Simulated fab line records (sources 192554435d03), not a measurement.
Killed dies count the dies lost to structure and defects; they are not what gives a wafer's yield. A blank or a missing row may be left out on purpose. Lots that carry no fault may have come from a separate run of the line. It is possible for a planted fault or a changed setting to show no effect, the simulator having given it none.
Chamber matching / flow n5Finfet / uvCure-02 running N5_BEOL_M8_CURE_74: 3 sister chambers
The step cures SiCOH lowk, time 240 s. 3 wafers are shown with their chamber, then 6 later ones without.

WAFERS WITH THEIR CHAMBER
wafer=L251.4 chamber=2 wafer_temp_C_max=387.5
wafer=L259.6 chamber=1 wafer_temp_C_max=388.5
wafer=L258.3 chamber=0 wafer_temp_C_max=387.4

WAFERS WHOSE CHAMBER IS MISSING
wafer=L258.5 wafer_temp_C_max=386.8
wafer=L261.5 wafer_temp_C_max=387.0
wafer=L261.6 wafer_temp_C_max=387.3
wafer=L267.3 wafer_temp_C_max=387.5
wafer=L267.4 wafer_temp_C_max=386.4
wafer=L267.6 wafer_temp_C_max=386.7

WHICH CHAMBER EACH ONE RAN IN
wafer=L258.5; from the rows above=can't be placed: 0 or 2 or 1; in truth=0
wafer=L261.5; from the rows above=can't be placed: 0 or 2 or 1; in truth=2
wafer=L261.6; from the rows above=can't be placed: 0 or 2 or 1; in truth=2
wafer=L267.3; from the rows above=can't be placed: 2 or 0 or 1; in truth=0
wafer=L267.4; from the rows above=can't be placed: 0 or 2 or 1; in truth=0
wafer=L267.6; from the rows above=can't be placed: 0 or 2 or 1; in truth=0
Correct placement for 0 of the 6. These rows do not allow placing 6 (true chamber among the candidates in 6). 0 placed wrongly.
How it was worked out, from the rows above alone: a wafer's distance from a chamber is the root of the sum, over the readings, of the square of ((its reading less the chamber's mean) divided by the reading's scatter). If the next closest chamber is less than 2 further off than the closest, the wafer can't be placed; otherwise it belongs to the closest. A chamber's mean is the mean of its shown wafers. The scatter: root of mean squared gap, hidden wafer to nearest shown wafer, with one shown wafer a chamber.
